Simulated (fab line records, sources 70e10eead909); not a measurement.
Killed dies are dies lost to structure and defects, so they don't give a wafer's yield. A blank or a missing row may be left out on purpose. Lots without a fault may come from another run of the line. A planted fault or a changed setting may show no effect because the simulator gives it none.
A struck lot beside a sound one | flow nand_harc | 18 steps out of a route of 1302
Sound: wafers L225.2, L225.4, L225.5. Struck: wafers L232.1, L232.2, L232.5. The cause comes at the end.
At each step with rows: each side's tool, then ch and its chambers, then its first start. Under that, the readings that differ: sound wafers | struck wafers | difference of the means | sigmas: that difference in standard deviations of wafers without a fault.
alike: readings whose means differ by less than 2 such deviations, and words and numbers that are the same on both sides. not compared: withheld readings, readings that some wafer has no value for, bounds like >300 that may hide the same value, and numbers for which the record gives no deviation and whose values overlap.
The two part at a step that has a row with sigmas, a row that says differs or no value, or rows on one side only. Numbers that don't overlap but have no deviation are shown without sigmas and don't part them. A reading that every wafer of one side lacks parts them only if that side has two wafers or more.

NHARC_A_CONTACT_ETCH_102: etches the open film in CF4/O2, target depth 100 nm, overetch 10 nm, time 55 s.
  sound on rie_diel-04 ch 0,2, day 25 21:34; struck on rie_diel-04 ch 0,1,2, day 28 12:48
  alike: drypump_motor_current_A, oes_product_au, rf_vpp_V, showerhead_plenum_p_Torr, throttle_valve_pct
  not compared: rf_hours_counter_h
NHARC_A_CONTACT_STRIP_55: strips in O2.
  sound on rie_diel-04 ch 1,2,3; struck on rie_diel-04 ch 0,3
  reading               | sound             | struck            | difference | sigmas
  oes_product_au (a.u.) | 1.004 0.990 1.017 | 0.994 0.973 0.980 | -0.021     | -2
  alike: drypump_motor_current_A, rf_vpp_V, showerhead_plenum_p_Torr, throttle_valve_pct
  not compared: rf_hours_counter_h
then, 1 step without rows for these wafers: NHARC_A_CONTACT_STRIP_56 (strips in post etch residue remover, time 600 s).
NHARC_A_CONTACT_DEP_57: deposits aC, target thk 5300 nm.
  sound on acl_dep-01 ch 0, day 25 22:46; struck on acl_dep-02 ch 0, day 28 15:12
  alike: throttle_valve_pct
NHARC_A_CONTACT_DEP_58: deposits SiON, target thk 90 nm.
  sound on pecvd-03 ch 0,1,2, day 26 01:31; struck on pecvd-02 ch 1,2, day 28 18:28
  alike: heater_power_w
then, 7 steps without rows for these wafers: NHARC_A_CONTACT_DEHYDRATE_59 (time 120 s); NHARC_A_CONTACT_HMDS_60 (time 30 s); NHARC_A_CONTACT_COAT_61 (time 75 s); NHARC_A_CONTACT_COAT_62 (time 65 s); NHARC_A_CONTACT_COAT_63 (resist thk 90 nm); NHARC_A_CONTACT_SOFTBAKE_64 (time 55 s); NHARC_A_CONTACT_EBR_65.
NHARC_A_CONTACT_EXPOSE_66: exposes mask A CC 2.
  sound on arfi_scanner-01 ch 0, day 26 01:58; struck on arfi_scanner-01 ch 0, day 28 19:03
  reading              | sound             | struck            | difference | sigmas
  exposure_dose_mJ_cm2 | 59.00 58.96 59.02 | 73.22 73.17 73.19 | +14.20     | +99 or more
  alike: mask
then, 2 steps without rows for these wafers: NHARC_A_CONTACT_PEB_67 (peb time 65 s); NHARC_A_CONTACT_DEVELOP_68 (develop time 35 s).
NHARC_A_CONTACT_CD_MEAS_69: target cd 300 nm.
  sound on cd_sem-03 ch 0, day 26 02:06; struck on cd_sem-03 ch 0, day 28 19:11
  reading    | sound             | struck            | difference | sigmas
  cd_nm (nm) | 299.9 299.4 300.7 | 311.2 311.2 311.1 | +11.2      | +21
NHARC_A_CONTACT_OVL_MEAS_70:
  sound on overlay-02, day 26 02:11; struck on overlay-02, day 28 19:16
  alike: overlay_x_nm, overlay_y_nm
-- the record jumps here: 2 days lie between the struck wafers' starts before and after (it left off in module A_CONTACT and takes up again in module END, whose first step shown is number 1302 of the route) --
NHARC_END_SORT_01:
  the record has rows for the struck wafers here (prober-02 ch 0, day 31 05:46) and none for the sound ones

WHERE THEY PART
First at NHARC_A_CONTACT_STRIP_55; last, within this record, at NHARC_END_SORT_01.

WHY: what the simulator had put in
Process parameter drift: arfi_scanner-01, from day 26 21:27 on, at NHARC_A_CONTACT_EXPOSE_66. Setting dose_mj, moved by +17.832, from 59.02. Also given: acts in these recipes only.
